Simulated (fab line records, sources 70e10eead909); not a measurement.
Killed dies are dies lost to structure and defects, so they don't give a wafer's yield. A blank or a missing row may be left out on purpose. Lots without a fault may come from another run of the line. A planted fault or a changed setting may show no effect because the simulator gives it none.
Chamber matching | flow nand_harc | NHARC_A_M1_ETCH_35 on rie_diel-10: 4 sister chambers
The step etches the open film in N2/H2, target depth 40 nm, overetch 12 nm, time 43.94 s. 22 wafers are shown with their chamber, then 11 later ones without.

WAFERS WITH THEIR CHAMBER
wafer  | chamber | drypump_motor_current_A (A) | rf_vpp_V (V) | rf_fwd_power_W (W)
L075.1 | 3       | 5.5                         | 428.4        | 391.6
L075.2 | 2       | 5.3                         | 429.0        | 393.9
L075.6 | 1       | 5.1                         | 434.5        | 395.8
L076.1 | 2       | 5.3                         | 429.9        | 395.0
L076.4 | 0       | 5.5                         | 427.8        | 395.7
L076.5 | 2       | 5.3                         | 429.8        | 393.7
L080.1 | 2       | 5.3                         | 429.9        | 394.7
L080.4 | 0       | 5.5                         | 429.6        | 397.1
L080.6 | 1       | 5.2                         | 435.0        | 394.2
L085.1 | 2       | 5.3                         | 429.6        | 394.8
L085.5 | 2       | 5.3                         | 429.9        | 396.3
L085.6 | 1       | 5.2                         | 431.1        | 396.7
L081.1 | 1       | 5.2                         | 434.0        | 394.5
L081.2 | 3       | 5.5                         | 429.4        | 391.1
L081.5 | 3       | 5.5                         | 427.5        | 394.0
L084.1 | 1       | 5.2                         | 432.9        | 395.1
L084.4 | 2       | 5.3                         | 429.8        | 395.1
L084.5 | 2       | 5.3                         | 430.2        | 396.2
L087.1 | 2       | 5.3                         | 429.0        | 395.3
L087.3 | 0       | 5.5                         | 430.3        | 396.9
L087.5 | 2       | 5.3                         | 429.6        | 394.4
L086.1 | 2       | 5.3                         | 431.0        | 396.4

SIGNATURES (means of the wafers above)
reading                 | chamber 0 | chamber 1 | chamber 2 | chamber 3 | scatter within a chamber
drypump_motor_current_A | 5.500     | 5.180     | 5.300     | 5.500     | 0.0211
rf_vpp_V                | 429.233   | 433.500   | 429.791   | 428.433   | 0.993
rf_fwd_power_W          | 396.567   | 395.260   | 395.073   | 392.233   | 1.02
Rule: a wafer's distance from a chamber is the root of the sum, over the readings, of the square of ((its reading less the chamber's mean) divided by the reading's scatter). The wafer belongs to the nearest chamber; if the next one is less than 2 further off, it can't be placed. The scatter: the root of (the sum of the squares of (reading less its chamber's mean) over the shown wafers, divided by (wafers less chambers)).

WAFERS WITHOUT THEIR CHAMBER
wafer  | drypump_motor_current_A (A) | rf_vpp_V (V) | rf_fwd_power_W (W)
L086.2 | 5.5                         | 429.6        | 396.2
L086.4 | 5.2                         | 434.6        | 396.9
L088.2 | 5.5                         | 428.6        | 393.3
L088.4 | 5.2                         | 432.9        | 399.3
L088.6 | 5.3                         | 427.9        | 394.7
L092.1 | 5.5                         | 429.3        | 394.4
L092.3 | 5.3                         | 429.8        | 394.4
L092.5 | 5.3                         | 430.3        | 396.5
L094.3 | 5.5                         | 428.7        | 392.6
L094.4 | 5.3                         | 429.5        | 396.1
L094.6 | 5.5                         | 427.5        | 393.5

WHICH CHAMBER EACH WENT THROUGH
wafer  | from the rows above     | in truth
L086.2 | 0                       | 0
L086.4 | 1                       | 1
L088.2 | 3                       | 3
L088.4 | 1                       | 1
L088.6 | 2                       | 2
L092.1 | can't be placed: 0 or 3 | 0
L092.3 | 2                       | 2
L092.5 | 2                       | 2
L094.3 | 3                       | 3
L094.4 | 2                       | 2
L094.6 | can't be placed: 3 or 0 | 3
Placed correctly: 9 of 11. Can't be placed from these rows: 2 (the true chamber is among the candidates in 2). Placed wrongly: 0.
